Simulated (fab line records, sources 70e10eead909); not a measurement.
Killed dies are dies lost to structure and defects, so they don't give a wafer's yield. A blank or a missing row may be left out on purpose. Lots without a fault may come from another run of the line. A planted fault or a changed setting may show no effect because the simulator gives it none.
fab line records | flow nand_harc
record lots=13 wafers=39 last_day=27
route steps=1159 shown A_BLC@986 A_BONDPAD@1075 HYBRID_BOND@1099 END@1159
lots that met no fault: from a run of the same line without faults
start_h: hours from the record's first day to the start of the lot's first wafer shown | wait_h: hours since the lot's step before | " the same as in the row above | L1.1+2: a row that stands for several wafers | - no value, or no start given | * or withheld: withheld | < > ~ a bound
route shown NAME@n: a module of which the file shows steps, and the number in the route of the first | usual: mean/standard deviation of fault-free wafers | same: alike in all rows | chamber/n: place in a boat | sites: the reading at each site | _std_site: their standard deviation | _edge_site: outer sites' mean less inner sites' | radius_mm: how far each site lies from the wafer's centre | mask NAME#n: copy n | behind: the tool/chamber that last shaped the wafer | hold: why the lot was held/for how many hours/how that ended | device: the transistor (n, p or np) that didn't switch | end of line: the same wafers' tests at the end of the route | a step without rows: its recipe alone | killed: dies lost to structure and defects at the first sort, not the wafer's yield | map: a wafer's dies, x killed, . not, _ none there
set.NAME: the setting as run; set.NAME@STEP: as run at that earlier step | model.NAME: the simulator's own value behind a step, which no gauge read
steps of the route over a sample of lots; a table a step, a row a wafer
services: from which hour (start_h, from the record's first day; less than 0 if before it) a tool's chamber was out of use, for how many hours, and why
## steps
# step NHARC_A_BLC_PRE_CLEAN_31
# recipe time_s=15 bias_v=250 gas=Ar
# columns lot.wafer tool chamber start_h wait_h
L263.1+5+6 pvd_sputter-01 - 411.99 -
L264.2+3+6 pvd_sputter-03 - 432.33 -
L265.1+4+3 pvd_sputter-03 - 433.48 -
L267.1+4+5 pvd_sputter-02 - 461.72 -
L271.4+2+6 pvd_sputter-02 - 511.82 -
L273.3+1+5 pvd_sputter-01 - 512.55 -
L269.4+2+1 pvd_sputter-03 - 518.76 -
L275.4+2+6 pvd_sputter-01 - 536.82 -
L280.3+4+1 pvd_sputter-02 - 542.94 -
L283.1+6+5 pvd_sputter-02 - 565.59 -
L286.3+4+6 pvd_sputter-02 - 569.54 -
L285.2+6+5 pvd_sputter-03 - 570.24 -
L284.2+1+6 pvd_sputter-03 - 575.86 -
# step NHARC_A_BONDPAD_DESCUM_11
# recipe time_s=3 o2_flow_sccm=200 ar_flow_sccm=0 bias_power_w=0 chemistry=O2
# usual drypump_motor_current_A=5.61/0.29 oes_product_au=0.999/0.0071 rf_vpp_V=57.7/0.89 showerhead_plenum_p_Torr=1.88/0.053 throttle_valve_pct=11.311/0.0095
# columns lot.wafer tool chamber start_h wait_h drypump_motor_current_A oes_product_au rf_hours_counter_h rf_vpp_V showerhead_plenum_p_Torr throttle_valve_pct
L263.1 rie_diel-04 1 438.47 - 5.82 0.996 22 57.1 1.89 11.322
L263.5 " 1 " " 5.89 1.012 - 57.7 1.89 11.315
L263.6 " 2 " " 5.65 1.005 - 57.8 1.88 11.312
L264.2 rie_diel-03 3 444.50 - 5.55 1.000 2 58.7 1.85 11.314
L264.3 " 0 " " 5.97 0.993 2 58.4 1.85 11.320
L264.6 " 3 " " 5.56 0.999 - 56.7 1.85 11.316
L265.1 rie_diel-03 1 446.61 - 5.64 0.984 2 57.6 1.93 11.306
L265.3 " 2 " " 5.40 0.995 2 57.3 1.91 11.316
L265.4 " 0 " " 5.95 0.986 2 58.4 1.85 11.292
L267.1 rie_diel-03 2 477.09 - 5.41 0.992 3 58.9 1.91 11.309
L267.4 " 3 " " 5.56 0.998 3 57.2 1.85 11.304
L267.5 " 2 " " 5.41 0.998 - 56.0 1.91 11.310
L271.4 rie_diel-03 1 525.04 - 5.68 0.994 5 58.5 1.93 11.312
L271.2 " 0 " " 5.90 1.001 5 57.2 1.85 11.320
L271.6 " 2 " " 5.40 0.992 - 57.7 1.91 11.320
L273.3 rie_diel-13 0 525.30 - 5.43 0.998 21 58.2 1.93 11.303
L273.1 " 2 " " 5.76 1.012 28 57.6 1.77 11.297
L273.5 " 0 " " 5.45 1.002 - 57.3 1.93 11.312
L269.4 rie_diel-04 0 534.27 - 5.55 1.006 15 55.5 1.78 11.309
L269.1 " 1 " " 5.84 0.996 11 58.5 1.89 11.317
L269.2 " 3 " " 4.91 0.995 14 57.6 1.91 11.305
L275.2 rie_diel-03 3 562.70 - 5.55 1.016 6 58.3 1.85 11.309
L275.4 " 0 " " 5.91 0.997 6 55.9 1.85 11.314
L275.6 " 1 " " 5.66 0.994 - 56.1 1.93 11.307
L280.1 rie_diel-13 1 572.05 - 5.35 1.013 50 58.2 1.83 11.295
L280.3 " 2 " " 5.70 1.000 50 58.1 1.77 11.286
L280.4 " 3 " " 6.51 1.006 47 58.4 2.04 11.309
L283.1 rie_diel-04 3 579.17 - 4.95 1.004 26 58.4 1.91 11.317
L283.5 " 3 " " 4.94 0.994 - 57.5 1.91 11.307
L283.6 " 2 " " 5.63 1.007 - 56.0 1.87 11.331
L286.4 rie_diel-03 3 581.46 - 5.56 1.003 0 56.9 1.85 11.321
L286.3 " 1 " " 5.68 0.994 0 58.2 1.93 11.310
L286.6 " 2 " " 5.41 0.999 - 59.7 1.91 11.317
L285.2 rie_diel-03 3 583.17 - 5.52 0.995 0 58.1 1.85 11.315
L285.5 " 2 " " 5.41 1.001 - 58.2 1.91 11.323
L285.6 " 3 " " 5.52 0.993 - 56.5 1.85 11.322
L284.2 rie_diel-04 2 590.95 - 5.65 0.996 31 58.3 1.87 11.303
L284.1 " 0 " " 5.57 0.999 31 58.1 1.78 11.302
L284.6 " 2 " " 5.65 0.993 - 57.3 1.87 11.311
# step NHARC_A_BONDPAD_PVD_27
# recipe target_thk_a=300 chamber_pressure_pa=5 power_w=5000 substrate_temp_c=30 time_s=20.49 material=Cu
# usual throttle_valve_pct=29.8/0.78
# columns lot.wafer tool chamber start_h wait_h throttle_valve_pct
L263.1 pvd_sputter-03 - - - 29.5
L263.5 " - " " 32.2
L263.6 " - " " 30.7
L264.3 pvd_sputter-02 - - - 30.8
L264.2 " - " " 29.7
L264.6 " - " " 29.1
L265.3 pvd_sputter-01 - - - 29.4
L265.1 " - " " 29.3
L265.4 " - " " 27.9
L267.1 pvd_sputter-02 - - - 30.0
L267.4 " - " " 30.5
L267.5 " - " " 30.2
L271.4 pvd_sputter-01 - - - 28.9
L271.2 " - " " 29.3
L271.6 " - " " 28.7
L273.1 pvd_sputter-02 - - - 30.0
L273.3 " - " " 28.9
L273.5 " - " " 30.8
L269.4 pvd_sputter-01 - - - 28.8
L269.2 " - " " 30.0
L269.1 " - " " 31.0
L275.2 pvd_sputter-02 - - - 29.0
L275.4 " - " " 30.7
L275.6 " - " " 31.0
L280.3 pvd_sputter-01 - - - 29.8
L280.1 " - " " 29.2
L280.4 " - " " 28.8
L283.1 pvd_sputter-02 - - - 30.9
L283.5 " - " " 30.8
L283.6 " - " " 29.2
L286.4 pvd_sputter-03 - - - 29.6
L286.3 " - " " 28.8
L286.6 " - " " 29.8
L285.2 pvd_sputter-02 - - - 30.1
L285.5 " - " " 30.1
L285.6 " - " " 30.2
L284.2 pvd_sputter-02 - - - 29.3
L284.1 " - " " 30.3
L284.6 " - " " 30.1
# step NHARC_HYBRID_BOND_OVL_MEAS_05
# usual overlay_x_nm=2/29 overlay_y_nm=7/34
# columns lot.wafer tool chamber start_h wait_h overlay_x_nm overlay_y_nm
L263.1 overlay-02 - 451.10 0.4 29 18
L263.5 " - " " 67 -30
L263.6 " - " " -35 -1
L265.1 overlay-01 - 457.34 0.4 -13 42
L265.3 " - " " 42 48
L265.4 " - " " 12 -22
L264.2 overlay-02 - 457.34 0.4 -5 -34
L264.3 " - " " 32 30
L264.6 " - " " -10 -12
L267.1 overlay-02 - 491.72 0.4 21 38
L267.4 " - " " 45 -20
L267.5 " - " " 19 50
L271.2 overlay-02 - 538.29 0.4 -14 15
L271.4 " - " " 44 -47
L271.6 " - " " 14 -7
L273.1 overlay-01 - 538.31 0.4 -48 30
L273.3 " - " " 8 -56
L273.5 " - " " -2 29
L269.1 overlay-01 - 546.26 0.4 1 27
L269.2 " - " " -14 7
L269.4 " - " " 2 2
L275.2 overlay-02 - 575.43 0.4 -5 58
L275.4 " - " " 12 56
L275.6 " - " " -12 -22
L280.1 overlay-02 - 585.13 0.4 -19 65
L280.3 " - " " 35 -19
L280.4 " - " " -4 -3
L286.3 overlay-02 - 591.12 0.4 7 -22
L286.4 " - " " 43 4
L286.6 " - " " 5 -8
L283.1 overlay-01 - 591.13 0.4 6 31
L283.5 " - " " -18 11
L283.6 " - " " -18 -51
L285.2 overlay-01 - 596.05 0.4 -25 -14
L285.5 " - " " -54 -43
L285.6 " - " " -60 -11
L284.1 overlay-01 - 603.22 0.4 -7 39
L284.2 " - " " 18 -16
L284.6 " - " " 30 25
# step NHARC_END_SORT_01
# recipe temp_c=25
# usual killed_at_array=28/11 killed_at_other=0.9/1.2 killed_at_periphery=2.6/2.1 killed_dies=31/11 killed_open=3.1/1.7 killed_short=1.9/1.3
# same gross_dies=677
# columns lot.wafer tool chamber start_h wait_h killed_at_array killed_at_other killed_at_periphery killed_dies killed_open killed_short
L275.2 prober-01 0 594.39 2.8 95 0 3 98 1 2
L275.4 prober-01 0 596.01 3.4 29 0 2 31 3 1
L275.6 prober-01 0 597.62 4.0 96 0 2 98 3 1
# killed by level:class
L275.2 A_BLC:unspecified=76 A_SLIT:chamber_film_flake=10 A_CHANNEL_HOLE_D1:chamber_film_flake=4 A_WL_FILL:geometric_particle:short=2 P_STI:geometric_particle:open=1 P_ZERO_WELL:chamber_film_flake=1 P_GATE:chamber_film_flake=1 A_STAIRCASE:chamber_film_flake=1
L275.4 A_SLIT:chamber_film_flake=12 A_CHANNEL_HOLE_D1:chamber_film_flake=5 A_CHANNEL_FILL_D1:chamber_film_flake=3 A_CONTACT:geometric_particle:open=2 A_WL_FILL:chamber_film_flake=2 A_CONTACT:chamber_film_flake=2 A_M0:geometric_particle:short=1 A_WL_FILL:geometric_particle:open=1
L275.6 A_BLC:unspecified=78 A_SLIT:chamber_film_flake=8 A_CHANNEL_HOLE_D1:chamber_film_flake=4 A_WL_FILL:chamber_film_flake=3 P_CONTACT:geometric_particle:open=1 A_ONON_D1:geometric_particle:short=1 A_ONON_D1:geometric_particle:open=1 A_CHANNEL_FILL_D1:geometric_particle:open=1
## services
# columns tool chamber start_h hours kind
pvd_sputter-02 - 392.00 10.0 pm
rie_diel-03 - 392.30 9.0 pm
rie_diel-04 - 403.24 0.5 repair
pvd_sputter-03 - 404.00 3.0 repair
pvd_sputter-01 - 404.17 4.2 repair
rie_diel-03 0 414.08 4.3 repair
rie_diel-04 0 442.08 2.6 repair
rie_diel-04 3 443.11 8.3 repair
rie_diel-04 3 451.85 2.1 repair
pvd_sputter-03 - 458.06 10.0 pm
pvd_sputter-01 - 463.54 1.1 repair
rie_diel-04 - 465.98 9.0 pm
rie_diel-04 1 479.75 6.5 repair
pvd_sputter-03 - 491.92 1.0 repair
rie_diel-04 1 494.32 8.7 repair
pvd_sputter-03 - 497.98 1.0 repair
rie_diel-03 3 511.68 5.4 repair
pvd_sputter-01 - 514.00 10.0 pm
pvd_sputter-02 - 537.91 0.5 repair
pvd_sputter-01 - 548.86 7.2 repair
pvd_sputter-02 - 551.57 0.5 repair
rie_diel-03 - 569.30 9.0 pm
pvd_sputter-02 - 570.00 10.0 pm
rie_diel-04 0 576.03 3.6 repair
## key
first_sign step=NHARC_END_SORT_01 reading=killed_at_array direction=up sigmas=6.3 usual=28 struck=96
effect step=NHARC_END_SORT_01 reading=killed_dies direction=up sigmas=6.2 usual=31 struck=98
more_kills_born_at NHARC_A_BLC_PRE_CLEAN_31@pvd_sputter-01=154
met_at NHARC_A_BLC_PRE_CLEAN_31
struck_lots L275
struck_wafers L275.2,L275.6
tester_left_out L275
not_acting_at NHARC_A_BONDPAD_DESCUM_11,NHARC_A_BONDPAD_PVD_27,NHARC_HYBRID_BOND_OVL_MEAS_05
onset_between 512.55 536.82
fault kind=chamber_particle_source tool=pvd_sputter-01 chamber=- onset_h=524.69 steps=NHARC_A_BLC_PRE_CLEAN_31 rate_per_visit_cm2=0.51805 end_h=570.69 scope=struck_wafers_only
# tester_left_out: of these lots the tester's yield and bins aren't shown, on N5 and GAA mostly nor the transistor test; their killed dies are dies lost to structure and defects alone, not to doping, threshold or leakage, so they don't give the yield
